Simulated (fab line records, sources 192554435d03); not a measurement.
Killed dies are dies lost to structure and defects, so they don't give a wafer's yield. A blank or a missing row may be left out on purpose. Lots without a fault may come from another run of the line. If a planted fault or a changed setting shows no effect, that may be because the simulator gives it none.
Split-lot trial -- flow n5_finfet -- on a route of 1938 steps: 7 lots, 21 wafers read

## THE SPLIT
At N5_FIN_SAQP_FIN_ETCH_36 (etches the open film in HBr/Cl2/O2, target depth 120 nm, time 50.4 s), the setting icp_w was moved away from the recipe's 800 W on 8 of the 21 wafers read, by -8.8% to +16.4%. The other wafers ran this setting at the recipe's value.

## FROM THE SPLIT TO THE READING: what the file shows between them, 3 steps
- N5_FIN_SAQP_PRECLEAN_38: cleans in O3/DIW, time 45 s
- N5_FIN_SAQP_PRECLEAN_45: cleans in dHF, time 10 s
- N5_FIN_SAQP_SRD_39: time 30 s

## THE READING
trench_depth_nm, in nm, at N5_FIN_SAQP_OCD_MEAS_76. Fault-free wafers of this fab line usually give 120.3 nm, standard deviation 1.6 nm.

wafer,"tool, chamber at the split","icp_w as run, W",against the recipe,"trench_depth_nm, nm",against lot-mates on the recipe
L077.2,"rie_si-02, 0",800,recipe,120.2,-
L077.3,"rie_si-02, 1",869.8,+8.7%,123.9,+4.4
L077.5,"rie_si-02, 1",800,recipe,118.8,-
L080.2,"rie_si-05, 0",931.4,+16.4%,128.1,+8.1
L080.4,"rie_si-05, 2",800,recipe,120.0,-
L080.6,"rie_si-05, 1",931.4,+16.4%,129.5,+9.5
L083.3,"rie_si-02, 2",800,recipe,118.2,-
L083.5,"rie_si-02, 0",800,recipe,118.7,-
L083.6,"rie_si-02, 1",902.1,+12.8%,125.6,+7.1
L090.1,"rie_si-05, 0",729.7,-8.8%,115.3,-8.3
L090.3,"rie_si-05, 3",729.7,-8.8%,116.5,-7.1
L090.6,"rie_si-05, 1",800,recipe,123.6,-
L095.1,"rie_si-03, 0",800,recipe,119.5,-
L095.2,"rie_si-03, 1",800,recipe,116.1,-
L095.5,"rie_si-03, 0",800,recipe,120.1,-
L096.2,"rie_si-05, 0",876.5,+9.6%,126.0,+4.5
L096.3,"rie_si-05, 3",876.5,+9.6%,127.6,+6.1
L096.6,"rie_si-05, 2",800,recipe,121.5,-
L097.1,"rie_si-02, 1",800,recipe,118.8,-
L097.2,"rie_si-02, 0",800,recipe,118.8,-
L097.3,"rie_si-02, 2",800,recipe,117.9,-

FIT RESULTS
A straight line over all 21 wafers: trench_depth_nm changes by +0.549 nm for each +1% of icp_w; r = +0.92; the points scatter about the line by 1.7 nm.
The same after taking each lot's own level away (the mean of its wafers on the recipe; 21 wafers): +0.611 nm for each +1%; r = +0.97; scatter 1.2 nm.
According to that fit, moving icp_w by its largest amount changes the reading by 10 nm.
The span of the lots' own levels, 118.45 to 123.60 nm, comes to 3.2 times the standard deviation stated above.
So the lot-to-lot level changes the slope: the two fits differ.
Check: with one of the wafers moved furthest among these (+16.4%) left out of the fit, the line predicts +10 nm for it against its lot-mates. It came out at +8.1 nm against them.
Tool readings at the split's step, against how far the setting was moved: oes_product_au r = +0.85.

## THESE WAFERS: OTHER SPLITS
These wafers also went through other splits before the reading. Each is held against what the fit with the lots' levels taken away leaves over:
other split on the same wafers,wafers away from the commonest value,r with trench_depth_nm (lot level and that fit taken away)
N5_WELL_APT_COAT_02 spin_rpm,8,+0.03
N5_WELL_APT_PEB_23 peb_time_s,7,+0.02
N5_WELL_APT_DEVELOP_24 develop_time_s,8,+0.04

## THE WHOLE CHAIN: every reading that the file lists as answering this split, in the file's order
step,what it does,reading,change (the file's fit),r (the file's)
N5_FIN_SAQP_FIN_ETCH_36,"etches the open film in HBr/Cl2/O2, target depth 120 nm, time 50.4 s",oes_product_au,+0.00365 a.u. for each +1% of the setting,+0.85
N5_FIN_SAQP_FIN_ETCH_36,"etches the open film in HBr/Cl2/O2, target depth 120 nm, time 50.4 s","etch.depth_nm (the simulator's own value, which no gauge read)",+0.589 nm for each +1% of the setting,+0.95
N5_FIN_SAQP_FIN_ETCH_36,"etches the open film in HBr/Cl2/O2, target depth 120 nm, time 50.4 s","FIN_SAQP.feature_depth_nm (the simulator's own value, which no gauge read)",+0.587 nm for each +1% of the setting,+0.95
N5_FIN_SAQP_OCD_MEAS_76,,trench_depth_nm,+0.58 nm for each +1% of the setting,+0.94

## THE FILE'S OWN FIT
trench_depth_nm changes by +0.58 nm for each +1% of icp_w, r = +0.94.
